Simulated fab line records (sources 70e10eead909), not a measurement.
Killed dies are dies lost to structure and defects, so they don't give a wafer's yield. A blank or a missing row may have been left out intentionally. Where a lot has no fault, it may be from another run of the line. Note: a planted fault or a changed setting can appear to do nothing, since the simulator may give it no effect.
Chamber matching / flow nandHarc / NHARC_A_STAIRCASE_ETCH_292 on rieDiel-11: 4 sister chambers
The step etches the open film in CF4/CHF3. 18 wafers are shown with their chamber, then 9 later ones without.

== WAFERS PAIRED WITH THEIR CHAMBERS ==
wafer=L075.3; chamber=1; drypumpMotorCurrentA (A)=6.2; showerheadPlenumPTorr (Torr)=1.54; rfVppV (V)=368.6
wafer=L075.5; chamber=2; drypumpMotorCurrentA (A)=6.5; showerheadPlenumPTorr (Torr)=1.55; rfVppV (V)=370.0
wafer=L075.6; chamber=3; drypumpMotorCurrentA (A)=6.1; showerheadPlenumPTorr (Torr)=1.60; rfVppV (V)=371.4
wafer=L074.1; chamber=2; drypumpMotorCurrentA (A)=6.6; showerheadPlenumPTorr (Torr)=1.55; rfVppV (V)=370.0
wafer=L074.2; chamber=3; drypumpMotorCurrentA (A)=6.1; showerheadPlenumPTorr (Torr)=1.60; rfVppV (V)=371.4
wafer=L074.5; chamber=0; drypumpMotorCurrentA (A)=6.2; showerheadPlenumPTorr (Torr)=1.48; rfVppV (V)=367.3
wafer=L077.2; chamber=2; drypumpMotorCurrentA (A)=6.6; showerheadPlenumPTorr (Torr)=1.55; rfVppV (V)=369.8
wafer=L077.3; chamber=3; drypumpMotorCurrentA (A)=6.1; showerheadPlenumPTorr (Torr)=1.59; rfVppV (V)=370.6
wafer=L077.6; chamber=0; drypumpMotorCurrentA (A)=6.2; showerheadPlenumPTorr (Torr)=1.48; rfVppV (V)=368.1
wafer=L083.1; chamber=1; drypumpMotorCurrentA (A)=6.2; showerheadPlenumPTorr (Torr)=1.53; rfVppV (V)=369.3
wafer=L083.5; chamber=3; drypumpMotorCurrentA (A)=6.1; showerheadPlenumPTorr (Torr)=1.59; rfVppV (V)=370.4
wafer=L083.6; chamber=0; drypumpMotorCurrentA (A)=6.3; showerheadPlenumPTorr (Torr)=1.47; rfVppV (V)=367.3
wafer=L087.1; chamber=3; drypumpMotorCurrentA (A)=6.1; showerheadPlenumPTorr (Torr)=1.58; rfVppV (V)=371.1
wafer=L087.2; chamber=1; drypumpMotorCurrentA (A)=6.2; showerheadPlenumPTorr (Torr)=1.53; rfVppV (V)=368.8
wafer=L087.3; chamber=0; drypumpMotorCurrentA (A)=6.2; showerheadPlenumPTorr (Torr)=1.47; rfVppV (V)=367.1
wafer=L088.1; chamber=3; drypumpMotorCurrentA (A)=6.1; showerheadPlenumPTorr (Torr)=1.58; rfVppV (V)=371.4
wafer=L088.4; chamber=2; drypumpMotorCurrentA (A)=6.6; showerheadPlenumPTorr (Torr)=1.54; rfVppV (V)=369.0
wafer=L088.5; chamber=3; drypumpMotorCurrentA (A)=6.1; showerheadPlenumPTorr (Torr)=1.58; rfVppV (V)=371.8

SIGNATURES, as means of the wafers listed above
reading=drypumpMotorCurrentA; chamber 0=6.225; chamber 1=6.200; chamber 2=6.575; chamber 3=6.100; scatter within a chamber=0.0327
reading=showerheadPlenumPTorr; chamber 0=1.4750; chamber 1=1.5333; chamber 2=1.5475; chamber 3=1.5886; scatter within a chamber=0.00721
reading=rfVppV; chamber 0=367.450; chamber 1=368.900; chamber 2=369.700; chamber 3=371.157; scatter within a chamber=0.463
Rule: a wafer's distance from a chamber is the root of the sum, over the readings, of the square of ((its reading less the chamber's mean) divided by the reading's scatter). The wafer belongs to the nearest chamber; if the next one is less than 2 further off, it can't be placed. The scatter is the square root of a quotient: the sum, over the shown wafers, of each reading's squared deviation from its chamber's mean, divided by wafers minus chambers.

== WAFERS WITHOUT THEIR CHAMBER ==
wafer=L091.1; drypumpMotorCurrentA (A)=6.1; showerheadPlenumPTorr (Torr)=1.58; rfVppV (V)=372.2
wafer=L091.5; drypumpMotorCurrentA (A)=6.2; showerheadPlenumPTorr (Torr)=1.53; rfVppV (V)=369.0
wafer=L091.6; drypumpMotorCurrentA (A)=6.2; showerheadPlenumPTorr (Torr)=1.47; rfVppV (V)=367.1
wafer=L096.1; drypumpMotorCurrentA (A)=6.1; showerheadPlenumPTorr (Torr)=1.58; rfVppV (V)=371.8
wafer=L096.4; drypumpMotorCurrentA (A)=6.2; showerheadPlenumPTorr (Torr)=1.46; rfVppV (V)=367.6
wafer=L096.6; drypumpMotorCurrentA (A)=6.1; showerheadPlenumPTorr (Torr)=1.58; rfVppV (V)=371.5
wafer=L097.1; drypumpMotorCurrentA (A)=6.1; showerheadPlenumPTorr (Torr)=1.58; rfVppV (V)=370.8
wafer=L097.2; drypumpMotorCurrentA (A)=6.6; showerheadPlenumPTorr (Torr)=1.53; rfVppV (V)=368.6
wafer=L097.5; drypumpMotorCurrentA (A)=6.6; showerheadPlenumPTorr (Torr)=1.53; rfVppV (V)=369.3

== WHICH CHAMBER EACH WENT THROUGH ==
wafer=L091.1; from the rows above=3; in truth=3
wafer=L091.5; from the rows above=1; in truth=1
wafer=L091.6; from the rows above=0; in truth=0
wafer=L096.1; from the rows above=3; in truth=3
wafer=L096.4; from the rows above=0; in truth=0
wafer=L096.6; from the rows above=3; in truth=3
wafer=L097.1; from the rows above=3; in truth=3
wafer=L097.2; from the rows above=2; in truth=2
wafer=L097.5; from the rows above=2; in truth=2
Placed correctly: 9 of 9. Can't be placed from these rows: 0. Number placed wrongly: 0.
